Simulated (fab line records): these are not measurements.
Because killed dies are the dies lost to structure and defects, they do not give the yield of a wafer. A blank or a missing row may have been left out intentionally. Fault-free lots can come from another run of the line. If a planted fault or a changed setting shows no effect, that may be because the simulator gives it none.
A struck lot beside a sound one ; flow nand harc ; 15 out of 1159 route steps
Sound: wafers L907.2, L907.3, L907.4. Struck: wafer L906.1 (L906.2, L906.5, from the same lot, were not struck and are left out); the cause is given at the end.
Each step with rows lists, per side, the tool, then ch with its chambers, then its first start. Under that, the readings that differ: sound wafers ; struck wafers ; difference of the means ; sigmas: that difference in standard deviations of wafers without a fault.
alike: words and numbers the same on both sides, and readings whose means are apart by under 2 such deviations; not compared: readings that were withheld, readings missing a value for some wafer, numbers with overlapping values and no deviation given by the record, and bounds like >300 which may hide the same value.
A row with sigmas, a row that says differs or no value, or rows on one side alone: a step with any of these is where the two part. When numbers do not overlap yet have no deviation, they are printed without sigmas and do not part them. A reading missing from all wafers of one side parts the sides only when that side holds two or more wafers.

first, 1 step without rows for these wafers: NHARC_A_ONON_D1_DEP_06 (target thk 1000 nm).
NHARC_A_ONON_D1_THK_MEAS_08: measures by ellipsometry.
  sound: film metro-01 at day 11 08:17; struck: film metro-02 at day 11 08:17
  alike: thk nm
then, 1 step without rows for these wafers: NHARC_A_ONON_D1_DEP_09 (target thk 1000 nm).
NHARC_A_ONON_D1_THK_MEAS_11: measures by ellipsometry.
  sound: film metro-01 at day 11 08:51; struck: film metro-02 at day 11 08:51
reading;sound;struck;difference;sigmas
thk nm (nm);995 994 995;1023;+28;+3
then, 1 step without rows for these wafers: NHARC_A_ONON_D1_DEP_12 (target thk 1000 nm).
NHARC_A_ONON_D1_THK_MEAS_14: measures by ellipsometry.
  sound: film metro-01 at day 11 09:25; struck: film metro-01 at day 11 09:25
  alike: thk nm
then, 2 steps without rows for these wafers: NHARC_A_ONON_D1_ANNEAL_15 (time 3600 s); NHARC_A_ONON_D1_DEP_16 (target thk 1000 nm).
NHARC_A_ONON_D1_THK_MEAS_18: measures by ellipsometry.
  sound: film metro-01 at day 11 15:21; struck: film metro-02 at day 11 15:22
  alike: thk nm
then, 1 step without rows for these wafers: NHARC_A_ONON_D1_DEP_19 (target thk 1000 nm).
NHARC_A_ONON_D1_THK_MEAS_21: measures by ellipsometry.
  sound: film metro-02 at day 11 15:55; struck: film metro-02 at day 11 16:04
reading;sound;struck;difference;sigmas
thk nm (nm);989 989 989;1008;+19;+2
NHARC_A_ONON_D1_DEP_22: target thk 1000 nm.
  sound on pecvd onon-02 ch 0, day 11 16:02; struck on pecvd onon-04 ch 0, day 11 16:07
NHARC_A_ONON_D1_THK_MEAS_24: measures by ellipsometry.
  sound: film metro-01 at day 11 16:29; struck: film metro-01 at day 11 16:38
reading;sound;struck;difference;sigmas
thk nm (nm);989 988 990;293;-696;-63
then, 1 step without rows for these wafers: NHARC_A_ONON_D1_DEP_25 (target thk 1000 nm).
-- jump in the record: it breaks off in module A_ONON_D1 and resumes in module END (first step shown: number 1159 of the route), and 12 days separate the struck wafers' starts before and after --
NHARC_END_SORT_01:
  sound on prober-01 ch 0, day 23 10:02; struck on prober-02 ch 0, day 24 03:44
reading;sound;struck;difference;sigmas
killed at array;21 12 10;675;+661;+70
killed at other;3 6 3;0;-4;-3
killed dies;26 18 15;677;+657;+73
  alike: killed at periphery, killed open, killed short

== WHERE THEY PART ==
At NHARC_A_ONON_D1_THK_MEAS_11 first; at NHARC_END_SORT_01 last (within this record only).

WHY: whatever the simulator had introduced
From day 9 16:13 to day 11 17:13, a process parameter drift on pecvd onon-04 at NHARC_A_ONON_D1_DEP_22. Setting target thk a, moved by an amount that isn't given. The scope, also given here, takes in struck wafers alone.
